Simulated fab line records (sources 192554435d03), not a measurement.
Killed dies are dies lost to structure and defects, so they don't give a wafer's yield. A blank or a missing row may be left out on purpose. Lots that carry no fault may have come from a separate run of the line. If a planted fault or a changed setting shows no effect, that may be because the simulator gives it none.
Which tool did it? | flow n5_finfet | 27 wafers from 9 lots sampled at 5 of the route's 1938 steps

## WHAT THE GAUGES SHOWED, per wafer
The record holds no reading of a measuring or inspecting step that can be judged against a usual standard deviation.

## EACH LOT AND THE TOOL THAT RAN IT (in order: tool; ch and the chambers of the sampled wafers; start)
lot  | N5_BEOL_M0_CUTY_ETCH_63            | N5_PASSIVATION_ETCH_15                        | N5_PASSIVATION_DESCUM_46           | N5_PASSIVATION_STRIP_48            | N5_PASSIVATION_PROBE_49
L609 | rie_diel-04 ch 1,2,3, day 6 07:59  | rie_diel-06 ch 0,1,3, day 12 11:08 or earlier | rie_diel-04 ch 0,1,2, day 12 11:08 | rie_diel-04 ch 0,1,2, day 12 11:41 | -
L610 | rie_diel-03 ch 0,2,3, day 6 09:16  | rie_diel-05 ch 0,1,3, day 12 04:59 or earlier | rie_diel-03 ch 0,2,3, day 12 04:59 | rie_diel-03 ch 0,2,3, day 12 05:33 | -
L611 | rie_diel-04 ch 1,2,3, day 6 14:32  | rie_diel-05 ch 1,2,3, day 12 17:52 or earlier | rie_diel-01 ch 1,2,3, day 12 17:52 | rie_diel-01 ch 1,2,3, day 12 18:25 | -
L615 | rie_diel-04 ch 0,1, day 7 11:11    | rie_diel-06 ch 0,1, day 13 14:39 or earlier   | rie_diel-04 ch 0,1,3, day 13 14:39 | rie_diel-04 ch 0,1,3, day 13 15:13 | prober-01, day 13 17:45
L616 | rie_diel-04 ch 0,1,3, day 7 18:53  | rie_diel-06 ch 1,3, day 13 15:56 or earlier   | rie_diel-04 ch 0,3, day 13 15:56   | rie_diel-04 ch 0,3, day 13 16:29   | prober-01, day 13 19:41
L627 | rie_diel-03 ch 0,2,3, day 10 11:49 | rie_diel-02 ch 1,3, day 16 17:50 or earlier   | rie_diel-03 ch 0,2,3, day 16 17:50 | rie_diel-03 ch 0,2,3, day 16 18:23 | -
L628 | rie_diel-03 ch 0,2,3, day 11 01:49 | rie_diel-05 ch 1,2, day 17 04:56 or earlier   | rie_diel-01 ch 1,2,3, day 17 04:56 | rie_diel-01 ch 1,2,3, day 17 05:30 | -
L629 | rie_diel-03 ch 1,3, day 11 02:31   | rie_diel-02 ch 2,3, day 17 07:34 or earlier   | rie_diel-03 ch 0,3, day 17 07:34   | rie_diel-03 ch 0,3, day 17 08:07   | -
L630 | rie_diel-01 ch 1,2,3, day 11 14:34 | rie_diel-06 ch 1,3, day 17 18:07 or earlier   | rie_diel-04 ch 0,1,2, day 17 18:07 | rie_diel-04 ch 0,1,2, day 17 18:40 | -
- N5_BEOL_M0_CUTY_ETCH_63: etches SOC in N2/H2, target depth 82.7 nm, overetch 16.5 nm, time 124 s.
- N5_PASSIVATION_ETCH_15: etches SiCN in CF4/N2, target depth 75 nm, time 81.2 s.
- N5_PASSIVATION_DESCUM_46: chemistry O2, time 7.9 s.
- N5_PASSIVATION_STRIP_48: strips in O2.
- N5_PASSIVATION_PROBE_49

## AS READ BY THE TOOLS THEMSELVES (means over the sampled wafers that have a number; for cases with no such wafer, the mark the record gives instead)
N5_BEOL_M0_CUTY_ETCH_63. Usual: chamber_pressure_mTorr 30.000 mTorr, standard deviation 0.024; drypump_motor_current_A 5.7 A, standard deviation 0.46; oes_product_au 0.64 a.u., standard deviation 0.065; rf_vpp_V 524.9 V, standard deviation 2.8; showerhead_plenum_p_Torr 2.59 Torr, standard deviation 0.1; throttle_valve_pct 17.9 %, standard deviation 0.31.
lot  | tool        | chamber_pressure_mTorr (mTorr) | drypump_motor_current_A (A) | oes_product_au (a.u.) | rf_vpp_V (V) | showerhead_plenum_p_Torr (Torr) | throttle_valve_pct (%) | flag
L609 | rie_diel-04 | 29.998                         | 5.3                         | 0.68                  | 522.8        | 2.53                            | 17.7                   |
L610 | rie_diel-03 | 29.998                         | 6.0                         | 0.61                  | 524.3        | 2.57                            | 18.0                   |
L611 | rie_diel-04 | 30.018                         | 5.3                         | 0.67                  | 523.5        | 2.53                            | 17.7                   |
L615 | rie_diel-04 | 30.001                         | 5.7                         | 0.72                  | 525.9        | 2.64                            | 17.8                   |
L616 | rie_diel-04 | 30.015                         | 5.5                         | 0.68                  | 524.3        | 2.55                            | 17.9                   |
L627 | rie_diel-03 | 29.999                         | 6.0                         | 0.58                  | 523.6        | 2.55                            | 18.1                   |
L628 | rie_diel-03 | 30.007                         | 6.0                         | 0.58                  | 524.2        | 2.55                            | 18.1                   |
L629 | rie_diel-03 | 30.020                         | 5.5                         | 0.60                  | 526.2        | 2.62                            | 17.9                   |
L630 | rie_diel-01 | 30.008                         | 5.5                         | 0.63                  | 524.1        | 2.59                            | 18.1                   |

N5_PASSIVATION_ETCH_15. Usual: chamber_pressure_mTorr 40.00 mTorr (standard deviation 0.035); drypump_motor_current_A 5.5 A (standard deviation 0.42); mfc_ar_sccm 100.01 sccm (standard deviation 0.28); oes_product_au 0.79 a.u. (standard deviation 0.073); rf_vpp_V 382.0 V (standard deviation 2); showerhead_plenum_p_Torr 2.20 Torr (standard deviation 0.08); throttle_valve_pct 15.35 % (standard deviation 0.15).
lot  | tool        | chamber_pressure_mTorr (mTorr) | drypump_motor_current_A (A) | mfc_ar_sccm (sccm) | oes_product_au (a.u.) | rf_vpp_V (V) | showerhead_plenum_p_Torr (Torr) | throttle_valve_pct (%) | flag
L609 | rie_diel-06 | 39.98                          | 5.4                         | 100.08             | 0.87                  | 380.9        | 2.15                            | 15.19                  |
L610 | rie_diel-05 | 40.03                          | 5.7                         | 100.25             | 0.82                  | 383.2        | 2.24                            | 15.36                  |
L611 | rie_diel-05 | 40.01                          | 5.4                         | 99.91              | 0.81                  | 383.6        | 2.27                            | 15.34                  |
L615 | rie_diel-06 | 39.99                          | 5.4                         | 100.11             | 0.88                  | 382.1        | 2.22                            | 15.21                  |
L616 | rie_diel-06 | 40.00                          | 5.1                         | 100.12             | 0.86                  | 379.9        | 2.12                            | 15.17                  |
L627 | rie_diel-02 | 40.01                          | 5.7                         | 99.70              | 0.71                  | 382.7        | 2.21                            | 15.48                  |
L628 | rie_diel-05 | 39.99                          | 5.6                         | 99.93              | 0.79                  | 383.1        | 2.26                            | 15.44                  |
L629 | rie_diel-02 | 40.00                          | 5.8                         | 100.04             | 0.85                  | 382.8        | 2.19                            | 15.23                  |
L630 | rie_diel-06 | 40.02                          | 5.5                         | 99.94              | 0.78                  | 378.5        | 2.07                            | 15.26                  |

N5_PASSIVATION_DESCUM_46. Usual: bias_power_w 20.00 W (standard deviation 0.06); chamber_pressure_mTorr 20.001 mTorr (standard deviation 0.018); drypump_motor_current_A 5.7 A (standard deviation 0.47); oes_product_au 0.81 a.u. (standard deviation 0.083); rf_vpp_V 243.9 V (standard deviation 1.5); showerhead_plenum_p_Torr 2.13 Torr (standard deviation 0.082); throttle_valve_pct 20.34 % (standard deviation 0.24).
lot  | tool        | bias_power_w (W) | chamber_pressure_mTorr (mTorr) | drypump_motor_current_A (A) | oes_product_au (a.u.) | rf_vpp_V (V) | showerhead_plenum_p_Torr (Torr) | throttle_valve_pct (%) | flag
L609 | rie_diel-04 | 20.07            | 20.004                         | 5.5                         | 0.84                  | 244.0        | 2.14                            | 20.23                  |
L610 | rie_diel-03 | 20.01            | 20.011                         | 5.9                         | 0.70                  | 243.0        | 2.08                            | 20.65                  |
L611 | rie_diel-01 | 20.02            | 19.994                         | 5.5                         | 0.75                  | 243.6        | 2.11                            | 20.43                  |
L615 | rie_diel-04 | 20.00            | 20.012                         | 5.5                         | 0.81                  | 242.5        | 2.08                            | 20.42                  |
L616 | rie_diel-04 | 20.05            | 19.996                         | 5.4                         | 0.79                  | 242.7        | 2.13                            | 20.44                  |
L627 | rie_diel-03 | 20.02            | 20.004                         | 5.9                         | 0.85                  | 244.8        | 2.07                            | 20.43                  |
L628 | rie_diel-01 | 19.98            | 19.994                         | 5.5                         | 0.87                  | 245.1        | 2.18                            | 20.17                  |
L629 | rie_diel-03 | 20.00            | 20.013                         | 5.8                         | 0.89                  | 244.3        | 2.11                            | 20.40                  |
L630 | rie_diel-04 | 20.01            | 20.011                         | 5.5                         | 0.79                  | 243.8        | 2.12                            | 20.30                  |

N5_PASSIVATION_STRIP_48. Usual: chamber_pressure_mTorr 30.01 mTorr, standard deviation 0.12; drypump_motor_current_A 5.7 A, standard deviation 0.48; oes_product_au 0.81 a.u., standard deviation 0.084; rf_vpp_V 3.5 V, standard deviation 2.4; showerhead_plenum_p_Torr 2.14 Torr, standard deviation 0.082; throttle_valve_pct 16.59 %, standard deviation 0.23.
lot  | tool        | chamber_pressure_mTorr (mTorr) | drypump_motor_current_A (A) | oes_product_au (a.u.) | rf_vpp_V (V) | showerhead_plenum_p_Torr (Torr) | throttle_valve_pct (%) | flag
L609 | rie_diel-04 | 30.08                          | 5.5                         | 0.84                  | 0.6          | 2.14                            | 16.49                  |
L610 | rie_diel-03 | 30.06                          | 6.0                         | 0.70                  | 3.4          | 2.09                            | 16.87                  |
L611 | rie_diel-01 | 29.95                          | 5.5                         | 0.75                  | 2.1          | 2.11                            | 16.71                  |
L615 | rie_diel-04 | 29.94                          | 5.5                         | 0.80                  | 3.6          | 2.08                            | 16.72                  |
L616 | rie_diel-04 | 29.95                          | 5.4                         | 0.80                  | 3.4          | 2.14                            | 16.69                  |
L627 | rie_diel-03 | 30.01                          | 6.0                         | 0.85                  | 4.0          | 2.07                            | 16.69                  |
L628 | rie_diel-01 | 29.96                          | 5.5                         | 0.88                  | 4.7          | 2.18                            | 16.45                  |
L629 | rie_diel-03 | 30.03                          | 5.8                         | 0.88                  | 5.2          | 2.12                            | 16.57                  |
L630 | rie_diel-04 | 30.03                          | 5.5                         | 0.81                  | 3.6          | 2.13                            | 16.57                  |

N5_PASSIVATION_PROBE_49. Usual: defect_limited_yield 91.4 %, standard deviation 1.6; killed_at_M0_to_M3 31, standard deviation 11; killed_at_M4_up 14, standard deviation 5.7; killed_at_contacts 12, standard deviation 6; killed_at_front_end 41, standard deviation 13; killed_at_other 3.3, standard deviation 2.8; killed_dies 101, standard deviation 19; killed_on_rim 13, standard deviation 3.9; killed_open 67, standard deviation 14; killed_short 33, standard deviation 8.2; sort_bin_4_leakage 0.0 %, standard deviation 0.37; sort_bin_5_function 5.0 %, standard deviation 1.1; sort_bin_6_memory 3.3 %, standard deviation 0.74; sort_n_pass 1078, standard deviation 20; sort_yield_pct 91.3 %, standard deviation 1.7.
lot  | tool      | defect_limited_yield (%) | killed_at_M0_to_M3 | killed_at_M4_up | killed_at_contacts | killed_at_front_end | killed_at_other | killed_dies | killed_on_rim | killed_open | killed_short | sort_bin_4_leakage (%) | sort_bin_5_function (%) | sort_bin_6_memory (%) | sort_n_pass | sort_yield_pct (%) | flag
L615 | prober-01 | 85.4                     | 85                 | 15              | 13                 | 56                  | 2.7             | 172         | 28            | 80          | 35           | 0.0                    | 9.1                     | 4.5                   | 1008        | 85.4               | OFF
L616 | prober-01 | 84.4                     | 112                | 11              | 23                 | 35                  | 2.7             | 184         | 27            | 77          | 35           | 0.0                    | 10.2                    | 4.1                   | 996         | 84.4               | OFF

## THE ANSWER, worked out from the rows above alone
Rule: lot off if the mean of its wafers having a number is beyond 3 standard deviations from the usual mean. A lot without any number at a reading at which 4 lots or more have one is off too. Any other lot the step has rows for is counted as sound. First the gauges in route order, then the tools' own readings, where a lot's mean is used as printed above. At the first step where some lot is off, the reading lying furthest off is the one used; lots without a number count as furthest.
Off: L615, L616, at N5_PASSIVATION_PROBE_49 (killed_at_M0_to_M3). Neither off nor sound, because the step has no rows for them: L609, L610, L611, L627, L628, L629, L630.
If a tool, at that step or one of the process steps before it, ran each lot that is off and ran no sound lot following the first of them, it fits. With no start given for some of its lots, N5_PASSIVATION_ETCH_15 uses the hours and lot order of N5_PASSIVATION_DESCUM_46. Can't be told from this: 3 tools fit, rie_diel-04 at N5_BEOL_M0_CUTY_ETCH_63 and N5_PASSIVATION_DESCUM_46 and N5_PASSIVATION_STRIP_48, rie_diel-06 at N5_PASSIVATION_ETCH_15, prober-01 at N5_PASSIVATION_PROBE_49.

## WHAT HAD BEEN PUT IN BY THE SIMULATOR
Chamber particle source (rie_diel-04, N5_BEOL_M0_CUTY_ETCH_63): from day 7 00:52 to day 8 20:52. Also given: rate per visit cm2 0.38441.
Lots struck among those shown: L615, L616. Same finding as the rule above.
